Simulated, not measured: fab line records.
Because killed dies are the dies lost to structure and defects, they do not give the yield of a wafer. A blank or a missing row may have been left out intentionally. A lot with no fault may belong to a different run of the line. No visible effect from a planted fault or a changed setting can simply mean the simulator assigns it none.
A sampling plan put to the test ; flow nand harc ; 17 faults told of in these records, all on one fab line, each judged by the records of the lots it struck
Plan = the line's own looks (route steps where a gauge or an inspection reads the wafer without altering it). Where struck wafers have a number at a look and the file lists that look's usual mean and standard deviation on fault-free wafers, the look can be judged. Caught: at a look after the fault's first step, the mean of the struck wafers lies 4 or more of those standard deviations (sigma) from the usual mean. On the tool: the test repeated on the tool's own readings taken at the fault's steps. Another recipe on the struck wafers, or a record that is blank for them alone, also counts as caught.

## THE FAULTS, as the simulator had put them in
1. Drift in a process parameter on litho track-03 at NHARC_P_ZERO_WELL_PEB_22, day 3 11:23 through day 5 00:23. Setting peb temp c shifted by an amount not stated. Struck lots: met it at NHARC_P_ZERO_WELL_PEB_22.
2. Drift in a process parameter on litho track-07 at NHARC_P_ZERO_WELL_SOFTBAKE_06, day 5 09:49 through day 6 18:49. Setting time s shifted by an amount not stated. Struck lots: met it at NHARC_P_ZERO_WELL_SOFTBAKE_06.
3. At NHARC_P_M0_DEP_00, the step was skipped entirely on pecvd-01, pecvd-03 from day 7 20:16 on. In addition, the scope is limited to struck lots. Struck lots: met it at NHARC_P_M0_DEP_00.
4. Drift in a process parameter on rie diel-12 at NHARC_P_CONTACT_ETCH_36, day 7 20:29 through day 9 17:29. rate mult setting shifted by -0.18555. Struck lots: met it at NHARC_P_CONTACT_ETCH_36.
5. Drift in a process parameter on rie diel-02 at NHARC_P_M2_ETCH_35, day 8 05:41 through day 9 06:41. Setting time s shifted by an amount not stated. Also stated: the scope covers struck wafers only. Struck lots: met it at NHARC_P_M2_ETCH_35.
6. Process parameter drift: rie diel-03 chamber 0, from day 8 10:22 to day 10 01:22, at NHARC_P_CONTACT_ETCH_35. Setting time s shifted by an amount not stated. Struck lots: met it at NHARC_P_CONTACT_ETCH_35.
7. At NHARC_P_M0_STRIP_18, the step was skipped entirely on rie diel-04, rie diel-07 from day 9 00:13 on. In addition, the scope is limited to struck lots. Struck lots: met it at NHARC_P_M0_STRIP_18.
8. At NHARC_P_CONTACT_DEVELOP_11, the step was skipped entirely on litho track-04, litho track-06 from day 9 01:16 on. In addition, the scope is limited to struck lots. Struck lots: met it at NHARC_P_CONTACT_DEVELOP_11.
9. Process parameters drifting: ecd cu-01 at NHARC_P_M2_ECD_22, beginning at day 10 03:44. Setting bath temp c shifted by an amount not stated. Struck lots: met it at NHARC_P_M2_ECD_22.
10. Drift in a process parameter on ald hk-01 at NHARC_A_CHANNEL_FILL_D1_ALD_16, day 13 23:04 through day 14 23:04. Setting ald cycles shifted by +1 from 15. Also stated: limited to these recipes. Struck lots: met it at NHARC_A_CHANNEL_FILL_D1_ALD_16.
11. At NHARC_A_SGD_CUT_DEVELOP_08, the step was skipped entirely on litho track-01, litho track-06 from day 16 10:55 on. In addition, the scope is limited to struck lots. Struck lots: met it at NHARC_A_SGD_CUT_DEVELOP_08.
12. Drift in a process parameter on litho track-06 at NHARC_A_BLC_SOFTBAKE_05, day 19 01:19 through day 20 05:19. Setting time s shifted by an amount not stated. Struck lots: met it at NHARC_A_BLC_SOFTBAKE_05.
13. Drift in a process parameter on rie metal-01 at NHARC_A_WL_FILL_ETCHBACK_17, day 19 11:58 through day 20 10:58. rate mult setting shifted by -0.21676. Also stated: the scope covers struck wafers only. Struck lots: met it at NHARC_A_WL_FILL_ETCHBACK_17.
14. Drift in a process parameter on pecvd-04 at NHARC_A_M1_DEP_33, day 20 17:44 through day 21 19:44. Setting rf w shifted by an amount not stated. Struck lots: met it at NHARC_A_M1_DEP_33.
15. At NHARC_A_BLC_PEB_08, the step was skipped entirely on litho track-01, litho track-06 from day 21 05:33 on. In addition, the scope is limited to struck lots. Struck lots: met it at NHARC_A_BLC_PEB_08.
16. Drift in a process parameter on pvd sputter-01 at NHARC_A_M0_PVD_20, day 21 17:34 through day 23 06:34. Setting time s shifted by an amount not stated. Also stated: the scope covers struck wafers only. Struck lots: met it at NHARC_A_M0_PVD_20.
17. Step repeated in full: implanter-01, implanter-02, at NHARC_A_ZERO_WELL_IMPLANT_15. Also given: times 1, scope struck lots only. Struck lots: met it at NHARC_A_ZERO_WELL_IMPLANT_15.

## WHAT THE PLAN SAW
fault;on the tool itself;first look that catches it;reading, sigma;median hours from its first step to that look;hours from the fault's start to the first struck lot there;judged looks passed uncaught
1;plate temp C +17 sigma;no look after it can be judged;-;-;-;0
2;heater power total W +22 sigma;not the one look that can be judged after it;-;-;-;1
3;the tool's record is blank for the struck wafers;not the one look that can be judged after it;-;-;-;1
4;oes product au -19 sigma;not the one look that can be judged after it;-;-;-;1
5;run length s -32 sigma;not the one look that can be judged after it;-;-;-;1
6;run length s -29 sigma;not the one look that can be judged after it;-;-;-;1
7;the tool's record is blank for the struck wafers;NHARC_END_SORT_01;killed at periphery +99 or beyond;331.8;317;0
8;the tool's record is blank for the struck wafers;no look after it can be judged;-;-;-;0
9;bath temp c +10 sigma;not the one look that can be judged after it;-;-;-;1
10;under 2 sigma;not the one look that can be judged after it;-;-;-;1
11;the tool's record is blank for the struck wafers;no look after it can be judged;-;-;-;0
12;heater power total W +99 or beyond sigma;no look after it can be judged;-;-;-;0
13;oes product au -15 sigma;no look after it can be judged;-;-;-;0
14;rf fwd power W -51 sigma;no look after it can be judged;-;-;-;0
15;the tool's record is blank for the struck wafers;no look after it can be judged;-;-;-;0
16;under 2 sigma;not the one look that can be judged after it;-;-;-;1
17;no reading that can be judged;no look after it can be judged;-;-;-;0
Dash: fault not caught, or number not given in these records.

Caught at a look: 1 of 17. Caught on the tool: 14 of 17. By one or the other: 14 of 17.
On the tool alone, faults 1, 2, 3, 4, 5, 6, 8, 9, 11, 12, 13, 14, 15 were caught.
Caught by neither: faults 10, 16, 17.

## THINNER SAMPLING
If the look that catches a fault measured only every second or every third lot, by lot number, the first struck lot would be measured this late in the worst case:
fault;struck lots at that look, in order of time;every lot;every second lot;every third lot
7;L864, L867, L865;317 h;343 h;may miss all 3
The hour figures run from when the fault began to the first measured lot among those it struck. The limit of 4 sigma was tested on all struck wafers together, so one lot alone may lie under it. Other struck lots may not be in these records.

## THE LONGEST TIMED WAY FROM STEP TO LOOK
Fault 7: median gap of 331.8 hours between NHARC_P_M0_STRIP_18 and NHARC_END_SORT_01. No look between them can be judged.
